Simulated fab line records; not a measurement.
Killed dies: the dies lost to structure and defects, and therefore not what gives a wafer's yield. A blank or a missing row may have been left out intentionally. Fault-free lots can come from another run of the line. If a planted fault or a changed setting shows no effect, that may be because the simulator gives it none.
Matching of chambers :: flow n5_finfet :: 4 sister chambers for N5_BEOL_M2_ALD_84 on ald_metal-01
The step deposits TaN, pulse time 2 s, purge time 3 s, co reactant purge time 2 s. 22 wafers are shown with their chamber, then 11 later ones without.

WAFERS PAIRED WITH THEIR CHAMBERS
wafer: L074.2
chamber: 1
heater_power_w (W): 360
heater_power_outer_w (W): 217

wafer: L074.4
chamber: 0
heater_power_w (W): 355
heater_power_outer_w (W): 193

wafer: L074.6
chamber: 2
heater_power_w (W): 435
heater_power_outer_w (W): 249

wafer: L077.1
chamber: 3
heater_power_w (W): 426
heater_power_outer_w (W): 235

wafer: L077.5
chamber: 3
heater_power_w (W): 428
heater_power_outer_w (W): 225

wafer: L077.6
chamber: 2
heater_power_w (W): 426
heater_power_outer_w (W): 250

wafer: L078.1
chamber: 3
heater_power_w (W): 431
heater_power_outer_w (W): 237

wafer: L078.4
chamber: 0
heater_power_w (W): 359
heater_power_outer_w (W): 196

wafer: L078.5
chamber: 3
heater_power_w (W): 412
heater_power_outer_w (W): 237

wafer: L083.1
chamber: 1
heater_power_w (W): 361
heater_power_outer_w (W): 222

wafer: L083.3
chamber: 2
heater_power_w (W): 440
heater_power_outer_w (W): 256

wafer: L083.5
chamber: 2
heater_power_w (W): 432
heater_power_outer_w (W): 263

wafer: L084.3
chamber: 3
heater_power_w (W): 433
heater_power_outer_w (W): 231

wafer: L084.5
chamber: 0
heater_power_w (W): 360
heater_power_outer_w (W): 193

wafer: L084.6
chamber: 3
heater_power_w (W): 430
heater_power_outer_w (W): 231

wafer: L088.1
chamber: 0
heater_power_w (W): 347
heater_power_outer_w (W): 199

wafer: L088.3
chamber: 1
heater_power_w (W): 361
heater_power_outer_w (W): 214

wafer: L088.6
chamber: 2
heater_power_w (W): 435
heater_power_outer_w (W): 255

wafer: L089.2
chamber: 2
heater_power_w (W): 441
heater_power_outer_w (W): 257

wafer: L089.3
chamber: 0
heater_power_w (W): 358
heater_power_outer_w (W): 195

wafer: L089.5
chamber: 0
heater_power_w (W): 353
heater_power_outer_w (W): 197

wafer: L091.2
chamber: 0
heater_power_w (W): 360
heater_power_outer_w (W): 198

SIGNATURES (means of the wafers above)
reading: heater_power_w
chamber 0: 356.00
chamber 1: 360.67
chamber 2: 434.83
chamber 3: 426.67
scatter within a chamber: 5.65

reading: heater_power_outer_w
chamber 0: 195.86
chamber 1: 217.67
chamber 2: 255.00
chamber 3: 232.67
scatter within a chamber: 4.1
Rule: for each reading, subtract the chamber's mean from the wafer's reading, divide by that reading's scatter and square the result; add these up over the readings and take the root, which gives the wafer's distance from the chamber. The wafer belongs to the nearest chamber; if the next one is less than 2 further off, it can't be placed. The scatter: take each reading less its chamber's mean, square it, sum over the shown wafers, divide by the number of wafers less the number of chambers, and take the root.

WAFERS WITHOUT THEIR CHAMBER
wafer: L091.4
heater_power_w (W): 439
heater_power_outer_w (W): 265

wafer: L091.6
heater_power_w (W): 358
heater_power_outer_w (W): 197

wafer: L093.1
heater_power_w (W): 345
heater_power_outer_w (W): 198

wafer: L093.2
heater_power_w (W): 436
heater_power_outer_w (W): 255

wafer: L093.6
heater_power_w (W): 433
heater_power_outer_w (W): 233

wafer: L094.1
heater_power_w (W): 429
heater_power_outer_w (W): 258

wafer: L094.2
heater_power_w (W): 357
heater_power_outer_w (W): 218

wafer: L094.6
heater_power_w (W): 357
heater_power_outer_w (W): 190

wafer: L097.1
heater_power_w (W): 438
heater_power_outer_w (W): 252

wafer: L097.2
heater_power_w (W): 356
heater_power_outer_w (W): 222

wafer: L097.4
heater_power_w (W): 434
heater_power_outer_w (W): 237

WHICH CHAMBER EACH WENT THROUGH
wafer: L091.4
from the rows above: 2
in truth: 2

wafer: L091.6
from the rows above: 0
in truth: 0

wafer: L093.1
from the rows above: 0
in truth: 0

wafer: L093.2
from the rows above: 2
in truth: 2

wafer: L093.6
from the rows above: 3
in truth: 3

wafer: L094.1
from the rows above: 2
in truth: 2

wafer: L094.2
from the rows above: 1
in truth: 1

wafer: L094.6
from the rows above: 0
in truth: 0

wafer: L097.1
from the rows above: 2
in truth: 2

wafer: L097.2
from the rows above: 1
in truth: 1

wafer: L097.4
from the rows above: 3
in truth: 3
Correctly placed: 11 of 11. From these rows, 0 cannot be placed. Number placed wrongly: 0.
